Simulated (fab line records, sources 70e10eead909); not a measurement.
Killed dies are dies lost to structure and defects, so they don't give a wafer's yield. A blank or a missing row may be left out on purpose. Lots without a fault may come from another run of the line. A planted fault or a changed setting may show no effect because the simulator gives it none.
Tool commonality check | flow nand_harc | 14 lots, 42 wafers sampled

WHY IT WAS OPENED
At NHARC_A_ONON_D1_THK_MEAS_02 the reading thk_nm is flagged on 2 of 14 lots. Wafers without a fault read 1001 nm, standard deviation 9.7.
Rule: a lot is flagged when every wafer of it that has a number lies more than 4 standard deviations from that mean, or none has a number. The other lots count as sound.

lot  | measured     | on            | thk_nm (nm), wafer by wafer | flag
L560 | day 7 13:14  | film_metro-02 | 1005 1007 1006              |
L561 | day 8 09:17  | film_metro-01 | 992 991 991                 |
L563 | day 8 09:17  | film_metro-02 | 991 993 991                 |
L566 | day 9 00:05  | film_metro-02 | 1006 1005 1005              |
L565 | day 9 00:05  | film_metro-01 | 985 987 988                 |
L567 | day 9 00:06  | film_metro-02 | 1018 1019 1019              |
L568 | day 9 15:40  | film_metro-01 | 1000 1004 1004              |
L570 | day 9 22:56  | film_metro-02 | 995 993 994                 |
L569 | day 9 22:57  | film_metro-01 | 995 994 994                 |
L571 | day 10 10:58 | film_metro-02 | 977 975 975                 |
L575 | day 11 05:22 | film_metro-02 | 1711 1714 1711              | FLAGGED
L581 | day 12 17:46 | film_metro-01 | 1705 1705 1704              | FLAGGED
L580 | day 12 17:47 | film_metro-01 | 1008 1010 1009              |
L583 | day 13 17:04 | film_metro-02 | 1003 1000 1002              |
The numbers of the flagged lots are 1708 nm on average: +707 nm against the usual, or +73 standard deviations.

WHICH TOOL RAN EACH LOT
The record holds 3 process steps before the reading, out of a route of 1159 steps. In each cell: the tool, then ch and the chambers that the sampled wafers went through, then the start.
lot  | flag    | NHARC_P_BONDPAD_PRE_CLEAN_26            | NHARC_P_BONDPAD_PVD_17                  | NHARC_A_ONON_D1_DEP_00
L560 |         | pvd_sputter-01, day 6 15:34 or earlier  | pvd_sputter-01, day 6 15:34 or earlier  | pecvd_onon-04 ch 0, day 7 12:53
L561 |         | pvd_sputter-01, day 7 03:15 or earlier  | pvd_sputter-01, day 7 03:15 or earlier  | pecvd_onon-02 ch 0, day 8 08:46
L563 |         | pvd_sputter-03, day 7 12:47 or earlier  | pvd_sputter-03, day 7 12:47 or earlier  | pecvd_onon-04 ch 0, day 8 08:47
L566 |         | pvd_sputter-02, day 8 01:54 or earlier  | pvd_sputter-02, day 8 01:54 or earlier  | pecvd_onon-03 ch 0, day 8 23:41
L565 |         | pvd_sputter-03, day 7 22:01 or earlier  | pvd_sputter-03, day 7 22:01 or earlier  | pecvd_onon-04 ch 0, day 8 23:34
L567 |         | pvd_sputter-02, day 7 21:36 or earlier  | pvd_sputter-02, day 7 21:36 or earlier  | pecvd_onon-02 ch 0, day 8 23:35
L568 |         | pvd_sputter-01, day 8 15:10 or earlier  | pvd_sputter-01, day 8 15:10 or earlier  | pecvd_onon-03 ch 0, day 9 15:19
L570 |         | pvd_sputter-01, day 8 23:07 or earlier  | pvd_sputter-01, day 8 23:07 or earlier  | pecvd_onon-02 ch 0, day 9 22:26
L569 |         | pvd_sputter-03, day 8 21:53 or earlier  | pvd_sputter-03, day 8 21:53 or earlier  | pecvd_onon-03 ch 0, day 9 22:37
L571 |         | pvd_sputter-01, day 9 06:05 or earlier  | pvd_sputter-01, day 9 06:05 or earlier  | pecvd_onon-03 ch 0, day 10 10:31
L575 | FLAGGED | pvd_sputter-03, day 10 06:46 or earlier | pvd_sputter-03, day 10 06:46 or earlier | pecvd_onon-02 ch 0, day 11 05:02
L581 | FLAGGED | pvd_sputter-01, day 11 21:08 or earlier | pvd_sputter-01, day 11 21:08 or earlier | pecvd_onon-02 ch 0, day 12 17:23
L580 |         | pvd_sputter-03, day 11 16:44 or earlier | pvd_sputter-03, day 11 16:44 or earlier | pecvd_onon-03 ch 0, day 12 17:16
L583 |         | pvd_sputter-02, day 12 15:00 or earlier | pvd_sputter-02, day 12 15:00 or earlier | pecvd_onon-03 ch 0, day 13 16:33
What these steps do:
- NHARC_P_BONDPAD_PRE_CLEAN_26: time 30 s.
- NHARC_P_BONDPAD_PVD_17: deposits TaN, target thk 5 nm, time 8.06 s.
- NHARC_A_ONON_D1_DEP_00: target thk 1000 nm.
- NHARC_A_ONON_D1_THK_MEAS_02: measures by ellipsometry.

FLAGGED OVER TOTAL, TOOL BY TOOL (the gauges that took the reading come last)
step                         | tool           | lots run | flagged | share of the flagged lots | sound lots run after its first flagged lot
NHARC_P_BONDPAD_PRE_CLEAN_26 | pvd_sputter-01 | 6        | 1       | some                      | 0
NHARC_P_BONDPAD_PRE_CLEAN_26 | pvd_sputter-02 | 3        | 0       | none                      | -
NHARC_P_BONDPAD_PRE_CLEAN_26 | pvd_sputter-03 | 5        | 1       | some                      | 1 (L580)
NHARC_P_BONDPAD_PVD_17       | pvd_sputter-01 | 6        | 1       | some                      | 0
NHARC_P_BONDPAD_PVD_17       | pvd_sputter-02 | 3        | 0       | none                      | -
NHARC_P_BONDPAD_PVD_17       | pvd_sputter-03 | 5        | 1       | some                      | 1 (L580)
NHARC_A_ONON_D1_DEP_00       | pecvd_onon-02  | 5        | 2       | all                       | 0
NHARC_A_ONON_D1_DEP_00       | pecvd_onon-03  | 6        | 0       | none                      | -
NHARC_A_ONON_D1_DEP_00       | pecvd_onon-04  | 3        | 0       | none                      | -
NHARC_A_ONON_D1_THK_MEAS_02  | film_metro-01  | 6        | 1       | some                      | 1 (L580)
NHARC_A_ONON_D1_THK_MEAS_02  | film_metro-02  | 8        | 1       | some                      | 1 (L583)
NHARC_P_BONDPAD_PRE_CLEAN_26 gives no start for some lots, so the hours and the order of its lots are those of NHARC_A_ZERO_WELL_CD_MEAS_10. NHARC_P_BONDPAD_PVD_17 gives no start for some lots, so the hours and the order of its lots are those of NHARC_A_ZERO_WELL_CD_MEAS_10.

WHAT THE TABLE ALLOWS
1 row of the table ran every flagged lot: pecvd_onon-02 at NHARC_A_ONON_D1_DEP_00.
- pecvd_onon-02 at NHARC_A_ONON_D1_DEP_00: 2 of its 5 lots flagged. Its last sound lot is L570 (day 9 22:26), its first flagged lot L575 (day 11 05:02): a fault that began between those two fits.
One tool is left: pecvd_onon-02 at NHARC_A_ONON_D1_DEP_00.

WHAT THE SIMULATOR HAD PUT IN
Process parameter drift: pecvd_onon-02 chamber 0, from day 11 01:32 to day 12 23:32, at NHARC_A_ONON_D1_DEP_00. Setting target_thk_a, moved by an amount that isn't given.
Lots struck among those shown: L575, L581. The rule above found the same.
